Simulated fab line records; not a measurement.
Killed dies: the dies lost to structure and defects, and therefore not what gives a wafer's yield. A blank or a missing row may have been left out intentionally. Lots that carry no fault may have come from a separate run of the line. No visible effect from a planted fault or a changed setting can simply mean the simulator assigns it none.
Matching of chambers + flow nand_harc + 3 sister chambers for NHARC_P_M0_DEP_32 on pecvd-04
The step deposits SiCN, target thk 30 nm. 6 wafers are shown with their chamber, then 8 later ones without.

## EACH WAFER AND ITS CHAMBER
| wafer  | chamber | heater_power_w (W) | heater_power_outer_w (W) |
|--------|---------|--------------------|--------------------------|
| L139.3 | 2       | 715                | 372                      |
| L139.4 | 2       | 718                | 379                      |
| L149.6 | 0       | 565                | 321                      |
| L154.3 | 0       | 547                | 313                      |
| L154.5 | 1       | 645                | 370                      |
| L155.2 | 1       | 660                | 380                      |

## WAFERS WHOSE CHAMBER IS MISSING
| wafer  | heater_power_w (W) | heater_power_outer_w (W) |
|--------|--------------------|--------------------------|
| L155.3 | 476                | 260                      |
| L155.6 | 666                | 380                      |
| L156.1 | 612                | 352                      |
| L156.3 | 687                | 371                      |
| L156.4 | 678                | 395                      |
| L159.1 | 732                | 414                      |
| L159.3 | 538                | 302                      |
| L159.4 | 520                | 300                      |

## CHAMBER TAKEN BY EACH
| wafer  | from the rows above     | in truth |
|--------|-------------------------|----------|
| L155.3 | 0                       | 0        |
| L155.6 | 1                       | 1        |
| L156.1 | 1                       | 1        |
| L156.3 | can't be placed: 2 or 1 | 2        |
| L156.4 | can't be placed: 1 or 2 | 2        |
| L159.1 | 2                       | 2        |
| L159.3 | 0                       | 0        |
| L159.4 | 0                       | 0        |
Placed correctly: 6 of 8. Not placeable from these rows: 2 (in 2, the candidates include the true chamber). 0 placed wrongly.
How it was worked out, from the rows above alone: a wafer's distance from a chamber is the root of the sum, over the readings, of the square of ((its reading less the chamber's mean) divided by the reading's scatter). The wafer belongs to the nearest chamber; if the next one is less than 2 further off, it can't be placed. For every chamber, the mean is computed from those of its wafers that are shown. The scatter is the square root of a quotient: the sum, over the shown wafers, of each reading's squared deviation from its chamber's mean, divided by wafers minus chambers.
